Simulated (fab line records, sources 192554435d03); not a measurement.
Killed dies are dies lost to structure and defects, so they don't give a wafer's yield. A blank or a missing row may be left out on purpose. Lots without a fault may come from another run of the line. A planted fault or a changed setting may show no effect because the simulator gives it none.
Split-lot experiment | flow n5_finfet | 7 lots, 21 wafers read, on a route of 1938 steps

THE SPLIT
At N5_MOL_CONTACT_COAG_ETCH_105 (etches SiARC in CF4, target depth 15.6 nm, time 26 s), the setting bias_w was moved away from the recipe's 36 W on 6 of the 21 wafers read, by -6.3% to +15.9%. The other wafers ran this setting at the recipe's value.

The reading is taken at the split's own step.

THE READING
rf_vpp_V, in V, at N5_MOL_CONTACT_COAG_ETCH_105 (etches SiARC in CF4, target depth 15.6 nm, time 26 s). Fault-free wafers of this fab line usually give 184.3 V, standard deviation 1 V.

wafer  | tool, chamber at the split | bias_w as run, W | against the recipe | rf_vpp_V, V | against lot-mates on the recipe
L076.3 | rie_diel-04, 1             | 36               | recipe             | 183.3       | -
L076.4 | rie_diel-04, 0             | 40.24            | +11.8%             | 197.3       | +14.0
L076.5 | rie_diel-04, 0             | 40.24            | +11.8%             | 197.1       | +13.8
L078.2 | rie_diel-02, 0             | 33.74            | -6.3%              | 175.9       | -7.0
L078.3 | rie_diel-02, 1             | 36               | recipe             | 182.9       | -
L078.4 | rie_diel-02, 3             | 33.74            | -6.3%              | 177.5       | -5.4
L080.2 | rie_diel-01, 1             | 36               | recipe             | 186.2       | -
L080.3 | rie_diel-01, 3             | 36               | recipe             | 185.6       | -
L080.4 | rie_diel-01, 2             | 36               | recipe             | 183.7       | -
L083.2 | rie_diel-01, 0             | 36               | recipe             | 182.6       | -
L083.3 | rie_diel-01, 2             | 36               | recipe             | 181.1       | -
L083.6 | rie_diel-01, 0             | 41.71            | +15.9%             | 201.2       | +19.3
L084.1 | rie_diel-01, 0             | 36               | recipe             | 183.3       | -
L084.2 | rie_diel-01, 1             | 36               | recipe             | 184.0       | -
L084.3 | rie_diel-01, 3             | 39.08            | +8.6%              | 194.4       | +10.8
L087.1 | rie_diel-04, 2             | 36               | recipe             | 184.4       | -
L087.2 | rie_diel-04, 0             | 36               | recipe             | 183.6       | -
L087.4 | rie_diel-04, 1             | 36               | recipe             | 184.6       | -
L090.1 | rie_diel-04, 2             | 36               | recipe             | 183.4       | -
L090.2 | rie_diel-04, 0             | 36               | recipe             | 183.5       | -
L090.3 | rie_diel-04, 1             | 36               | recipe             | 185.1       | -

THE FIT
A straight line over all 21 wafers: rf_vpp_V changes by +1.13 V for each +1% of bias_w; r = +0.98; the points scatter about the line by 1.1 V.
The same after taking each lot's own level away (the mean of its wafers on the recipe; 21 wafers): +1.17 V for each +1%; r = +0.99; scatter 0.78 V.
On that fit, the largest move of bias_w shifts the reading by 19 V.
The lots' own levels span 181.85 to 185.17 V, that is 3.3 times the standard deviation above.
So the lot-to-lot level changes the slope little: the two slopes agree.
Check: with one of the wafers moved furthest among these (+15.9%) left out of the fit, the line predicts +18.4 V for it against its lot-mates. It came out at +19.3 V against them.
Tool readings at the split's step, against how far the setting was moved: rf_vpp_V r = +0.98.

OTHER SPLITS ON THESE WAFERS
These wafers also went through other splits before the reading. Each is held against what the fit with the lots' levels taken away leaves over:
other split on the same wafers        | wafers away from the commonest value | r with rf_vpp_V (lot level and that fit taken away)
N5_HKMG_FIN_ETCH_32 bias_w            | 9                                    | -0.07
N5_GATE_CUT_COAT_34 spin_rpm          | 8                                    | -0.12
N5_GATE_CUT_COAT_07 spin_rpm          | 8                                    | +0.02
N5_MOL_CONTACT_COAG_EXPOSE_05 dose_mj | 5                                    | +0.14

THE FILE'S OWN FIT
rf_vpp_V changes by +1.2 V for each +1% of bias_w, r = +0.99.
